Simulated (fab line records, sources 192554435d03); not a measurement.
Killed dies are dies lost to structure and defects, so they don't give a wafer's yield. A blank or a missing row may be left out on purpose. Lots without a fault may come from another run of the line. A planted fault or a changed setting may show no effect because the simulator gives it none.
fab line records | flow n5_finfet
record lots=7 wafers=21 last_day=17
route steps=1938 shown BEOL_M13@1711 BEOL_M14@1716
lots that met no fault: from a run of the same line without faults
start_h: hours from the record's first day to the start of the lot's first wafer shown | wait_h: hours since the lot's step before | " the same as in the row above | L1.1+2: a row that stands for several wafers | - no value, or no start given | * or withheld: withheld | < > ~ a bound
route shown NAME@n: a module of which the file shows steps, and the number in the route of the first | usual: mean/standard deviation of fault-free wafers | same: alike in all rows | chamber/n: place in a boat | sites: the reading at each site | _std_site: their standard deviation | _edge_site: outer sites' mean less inner sites' | radius_mm: how far each site lies from the wafer's centre | mask NAME#n: copy n | behind: the tool/chamber that last shaped the wafer | hold: why the lot was held/for how many hours/how that ended | device: the transistor (n, p or np) that didn't switch | end of line: the same wafers' tests at the end of the route | a step without rows: its recipe alone | killed: dies lost to structure and defects at the first sort, not the wafer's yield | map: a wafer's dies, x killed, . not, _ none there
set.NAME: the setting as run; set.NAME@STEP: as run at that earlier step | model.NAME: the simulator's own value behind a step, which no gauge read
lots at some steps of the route; a table a step, a row a wafer
services: from which hour (start_h, from the record's first day; less than 0 if before it) a tool's chamber was out of use, for how many hours, and why
## steps
# step N5_BEOL_M13_THK_MEAS_50
# recipe thk_meas_gauge=xrf reads=Cu_of_BEOL_M13_ECD_47
# usual M13_THK=423/7.6
# columns lot.wafer tool chamber start_h wait_h M13_THK[nm]
L600.1 film_metro-01 - 262.97 - 414
L600.2 " - " " 418
L600.6 " - " " 415
L603.1 film_metro-01 - 276.72 - 425
L603.4 " - " " 423
L603.5 " - " " 409
L610.1 film_metro-01 - 313.17 - 417
L610.5 " - " " 415
L610.6 " - " " 413
L611.1 film_metro-02 - 320.91 - 435
L611.5 " - " " 418
L611.6 " - " " 436
L612.2 film_metro-01 - 323.24 - 436
L612.5 " - " " 429
L612.6 " - " " 436
L613.1 film_metro-02 - 325.64 - 426
L613.2 " - " " 416
L613.6 " - " " 423
L617.1 film_metro-01 - 379.61 - 412
L617.4 " - " " 409
L617.5 " - " " 413
# step N5_BEOL_M13_PRE_CLEAN_52
# recipe gas=NH3 time_s=15 temp_c=withheld rf_power_w=300
# step N5_BEOL_M13_DEP_53
# recipe material=SiCN target_thk_a=500 temp_c=withheld precursor=3MS/NH3 pressure_torr=3 rf_w=675 time_s=17.8
# usual showerhead_plenum_p_Torr=4.160/0.019 throttle_valve_pct=18.3/1.1
# columns lot.wafer tool chamber start_h wait_h showerhead_plenum_p_Torr throttle_valve_pct
L600.1 pecvd-03 1 263.03 0.0 4.170 20.3
L600.2 " 0 " " 4.170 18.4
L600.6 " 0 " " 4.168 18.1
L603.1 pecvd-03 0 276.78 0.0 4.164 18.2
L603.4 " 1 " " 4.172 20.3
L603.5 " 0 " " 4.163 18.3
L610.1 pecvd-02 0 313.24 0.0 4.182 18.8
L610.5 " 2 " " 4.157 17.7
L610.6 " 1 " " 4.152 19.8
L611.1 pecvd-03 0 320.98 0.0 4.159 18.1
L611.5 " 2 " " 4.134 17.0
L611.6 " 1 " " 4.167 20.1
L612.2 pecvd-02 2 323.30 0.0 4.155 17.8
L612.5 " 0 " " 4.199 19.0
L612.6 " 1 " " 4.149 19.7
L613.1 pecvd-02 0 325.70 0.0 4.188 19.2
L613.2 " 2 " " 4.148 17.6
L613.6 " 2 " " 4.153 17.8
L617.1 pecvd-04 2 379.67 0.0 4.170 17.0
L617.4 " 2 " " 4.174 17.1
L617.5 " 1 " " 4.131 17.5
# step N5_BEOL_M13_RS_MEAS_54
# recipe thk_meas_gauge=four-point-probe reads=Cu_of_BEOL_M13_ECD_47+Ta_of_BEOL_M13_SPUTTER_44+TaN_of_BEOL_M13_SPUTTER_43
# usual M13_RS=0.0452/0.00077
# columns lot.wafer tool chamber start_h wait_h M13_RS[ohm/sq]
L600.1 film_metro-02 - 263.10 0.0 0.0452
L600.2 " - " " 0.0450
L600.6 " - " " 0.0453
L603.1 film_metro-01 - 276.85 0.0 0.0441
L603.4 " - " " 0.0443
L603.5 " - " " 0.0462
L610.1 film_metro-01 - 313.30 0.0 0.0455
L610.5 " - " " 0.0458
L610.6 " - " " 0.0459
L611.1 film_metro-02 - 321.04 0.0 0.0444
L611.5 " - " " 0.0465
L611.6 " - " " 0.0446
L612.2 film_metro-01 - 323.37 0.1 0.0437
L612.5 " - " " 0.0441
L612.6 " - " " 0.0436
L613.1 film_metro-01 - 325.77 0.0 0.0452
L613.2 " - " " 0.0461
L613.6 " - " " 0.0452
L617.1 film_metro-01 - 379.73 0.0 0.0462
L617.4 " - " " 0.0462
L617.5 " - " " 0.0457
# step N5_BEOL_M13_INSPECT_55
# recipe inspect_instrument=darkfield mode=post_dep
# usual raw_defect_count=68/25
# columns lot.wafer tool chamber start_h wait_h raw_defect_count
L600.1 defect_inspect-02 - 263.13 0.0 35
L600.2 " - " " 52
L600.6 " - " " 45
L603.1 defect_inspect-01 - 276.87 0.0 97
L603.4 " - " " 37
L603.5 " - " " 42
L610.1 defect_inspect-01 - 313.33 0.0 33
L610.5 " - " " 45
L610.6 " - " " 51
L611.1 defect_inspect-02 - 321.07 0.0 68
L611.5 " - " " 73
L611.6 " - " " 73
L612.2 defect_inspect-01 - 323.39 0.0 65
L612.5 " - " " 74
L612.6 " - " " 68
L613.1 defect_inspect-01 - 325.79 0.0 132
L613.2 " - " " 71
L613.6 " - " " 77
L617.1 defect_inspect-02 - 379.76 0.0 86
L617.4 " - " " 71
L617.5 " - " " 113
# step N5_BEOL_M14_ILD_DEP_00
# recipe material=SiO2 target_thk_a=11193 temp_c=400 precursor=TEOS/O2 pressure_torr=6.5 rf_w=900 teos_flow_sccm=161.4 gas=O2 flow_sccm=2650 time_s=237.4
# usual heater_power_w=526/110 showerhead_plenum_p_Torr=8.34/0.038 throttle_valve_pct=18.4/1
# columns lot.wafer tool chamber start_h wait_h heater_power_w showerhead_plenum_p_Torr throttle_valve_pct
L600.1 pecvd-01 0 263.16 0.0 496 8.34 18.2
L600.2 " 2 " " 603 8.29 17.8
L600.6 " 2 " " 676 8.28 18.0
L603.1 pecvd-04 0 276.91 0.0 470 8.36 17.5
L603.4 " 2 " " 416 8.35 17.3
L603.5 " 1 " " 472 8.29 17.8
L610.1 pecvd-03 2 313.37 0.0 600 8.31 18.2
L610.5 " 2 " " 464 8.33 17.9
L610.6 " 1 " " 721 8.36 21.0
L611.1 pecvd-03 2 321.11 0.0 529 8.32 18.2
L611.5 " 1 " " 554 8.36 20.5
L611.6 " 0 " " 342 8.34 19.0
L612.2 pecvd-01 0 323.43 0.0 434 8.36 18.1
L612.5 " 2 " " 525 8.29 18.4
L612.6 " 0 " " 560 8.36 17.8
L613.1 pecvd-04 0 325.83 0.0 454 8.36 17.6
L613.2 " 2 " " 539 8.36 17.7
L613.6 " 2 " " 417 8.38 17.8
L617.1 pecvd-04 0 379.80 0.0 418 8.36 17.6
L617.4 " 2 " " 511 8.37 17.3
L617.5 " 1 " " 391 8.31 18.2
# step N5_BEOL_M14_THK_MEAS_01
# recipe reads=SiO2_of_BEOL_M14_ILD_DEP_00
# usual M14_ILD_THK=1118/15
# columns lot.wafer tool chamber start_h wait_h M14_ILD_THK[nm]
L600.1 film_metro-02 - 263.35 0.1 1117
L600.2 " - " " 1109
L600.6 " - " " 1125
L603.1 film_metro-02 - 277.10 0.1 1115
L603.4 " - " " 1131
L603.5 " - " " 1127
L610.1 film_metro-01 - 313.55 0.1 1075
L610.5 " - " " 1097
L610.6 " - " " 1098
L611.1 film_metro-01 - 321.30 0.1 1085
L611.5 " - " " 1104
L611.6 " - " " 1115
L612.2 film_metro-02 - 323.70 0.2 1121
L612.5 " - " " 1131
L612.6 " - " " 1143
L613.1 film_metro-01 - 326.02 0.1 1111
L613.2 " - " " 1096
L613.6 " - " " 1113
L617.1 film_metro-02 - 379.99 0.1 1121
L617.4 " - " " 1133
L617.5 " - " " 1143
# step N5_BEOL_M14_COAT_58
# recipe resist=BARC temp_c=205 time_s=60 spin_rpm=1500 resist_thk_nm=89
# step N5_BEOL_M14_COAT_04
# recipe spin_rpm=1704 resist_thk_nm=800
# step N5_BEOL_M14_EBR_06
# recipe solvent=PGMEA ebr_width_mm=1.5
# step N5_BEOL_M14_SOFTBAKE_05
# recipe temp_c=130 time_s=60
# step N5_BEOL_M14_EXPOSE_07
# recipe mask_id=V13 na=0.8 source_shape=annular sigma_inner=0.5 sigma_outer=0.8 polarization=unpolarized attpsm_phase_deg=180 dose_mj=57
# step N5_BEOL_M14_PEB_08
# recipe peb_temp_c=130 peb_time_s=90
# usual chill_plate_temp_C=22.99/0.12 exhaust_pa=45.0/0.92
# columns lot.wafer tool chamber start_h wait_h chill_plate_temp_C exhaust_pa
L600.1 litho_track-05 0 263.67 0.1 23.11 44.9
L600.2 " 0 " " 23.14 46.4
L600.6 " 0 " " 23.09 45.5
L603.1 litho_track-01 0 277.29 0.1 23.04 45.1
L603.4 " 0 " " 23.17 43.4
L603.5 " 0 " " 23.03 44.4
L610.1 litho_track-01 - 313.75 0.1 - -
L610.5 " - " " - -
L610.6 " - " " - -
L611.1 litho_track-04 - 321.49 0.1 - -
L611.5 " - " " - -
L611.6 " - " " - -
L612.2 litho_track-04 - 323.89 0.0 - -
L612.5 " - " " - -
L612.6 " - " " - -
L613.1 litho_track-05 0 326.21 0.1 22.88 43.1
L613.2 " 0 " " 23.16 44.9
L613.6 " 0 " " 22.94 44.5
L617.1 litho_track-05 0 380.30 0.1 22.82 45.3
L617.4 " 0 " " 22.93 45.3
L617.5 " 0 " " 23.05 44.2
# step N5_BEOL_M14_DEVELOP_09
# recipe develop_time_s=45 rinse_liquid=diw dry=air_spin dev_temp_c=21
## services
# columns tool chamber start_h hours kind
litho_track-04 - 245.20 - consumable_replace:filter
pecvd-03 - 252.74 1.0 repair
pecvd-03 2 259.89 - calibration
pecvd-03 0 295.41 5.5 scheduled_down
pecvd-01 2 307.36 4.2 repair
pecvd-02 0 336.68 2.1 scheduled_down
litho_track-05 - 348.22 - consumable_replace:filter
pecvd-03 1 350.43 5.5 scheduled_down
pecvd-02 2 356.25 2.6 repair
pecvd-02 0 357.39 5.5 scheduled_down
pecvd-01 1 357.67 2.1 scheduled_down
pecvd-01 1 374.05 3.0 repair
## key
first_sign step=N5_BEOL_M14_PEB_08 reading=tool_record direction=missing
effect none on later readings
met_at N5_BEOL_M14_PEB_08
struck_wafers L610.1,L610.5,L610.6,L611.1,L611.5,L611.6,L612.2,L612.5,L612.6
later_rows_left_out L610.1,L610.5,L610.6,L611.1,L611.5,L611.6,L612.2,L612.5,L612.6
sort_left_out L610.1,L610.5,L610.6,L611.1,L611.5,L611.6,L612.2,L612.5,L612.6
onset_between 277.29 313.75
fault kind=skipped_step_whole tool=litho_track-01,litho_track-04 chamber=- onset_h=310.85 steps=N5_BEOL_M14_PEB_08 scope=struck_lots_only
# sort_left_out: the simulated sort isn't trusted on such a fault, so these wafers' sort isn't shown, and their yield isn't known
# later_rows_left_out: the simulator's readings of these wafers behind a module that went badly wrong aren't trusted and aren't shown, but for the sort
